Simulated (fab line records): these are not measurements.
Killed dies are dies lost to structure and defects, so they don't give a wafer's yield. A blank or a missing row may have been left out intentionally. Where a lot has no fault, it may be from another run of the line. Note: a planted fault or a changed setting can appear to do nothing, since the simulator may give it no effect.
2 desks looking at one fault | flow n5 finfet | what lay behind the numbers comes last; until then each desk has only its own

AT THE METROLOGY DESK
Lot by lot, what the gauges showed, no matter which tool ran the lot: averages of those sampled wafers that carry a number. Marked OUT: a lot whose mean sits more than 4 standard deviations from the usual mean, which makes it out of limits; the brackets give that distance.
Columns: A = M8_THK at N5_BEOL_M8_THK_MEAS_53, usual 80.0 nm; B = M8_RS at N5_BEOL_M8_RS_MEAS_57, usual 0.287 ohm/sq
lot  | first seen here | A    | B
L224 | day 11 12:16    | 79.4 | 0.289
L225 | day 12 11:05    | 82.2 | 0.281
L227 | day 12 20:08    | 78.6 | 0.291
L230 | day 13 09:31    | 80.6 | 0.288
L239 | day 15 08:32    | 79.9 | 0.286
This desk found nothing out of limits on any of the 5 lots.

TOOL OWNER'S DESK, pecvd-03
The tool's own readings at N5_BEOL_M8_DEP_56 (deposits SiCN from 3MS/NH3, target thk 10 nm, time 17.5 s): means of the sampled wafers that have a number, for each lot that ran on this tool. Marked OUT: a lot whose mean sits more than 4 standard deviations from the usual mean, which makes it out of limits; the brackets give that distance.
Columns: A = showerhead plenum p Torr at N5_BEOL_M8_DEP_56, usual 3.660 Torr; B = throttle valve pct at N5_BEOL_M8_DEP_56, usual 8.9 %
lot  | first seen here | A     | B
L225 | day 12 11:08    | 3.659 | 9.1
L227 | day 12 20:13    | 3.653 | 9.2
This desk found nothing out of limits on any of the 2 lots.

BROUGHT TOGETHER
The metrology desk saw nothing out of limits.
The tool owner's desk saw nothing out of limits.

WHAT THE SIMULATOR PUT IN
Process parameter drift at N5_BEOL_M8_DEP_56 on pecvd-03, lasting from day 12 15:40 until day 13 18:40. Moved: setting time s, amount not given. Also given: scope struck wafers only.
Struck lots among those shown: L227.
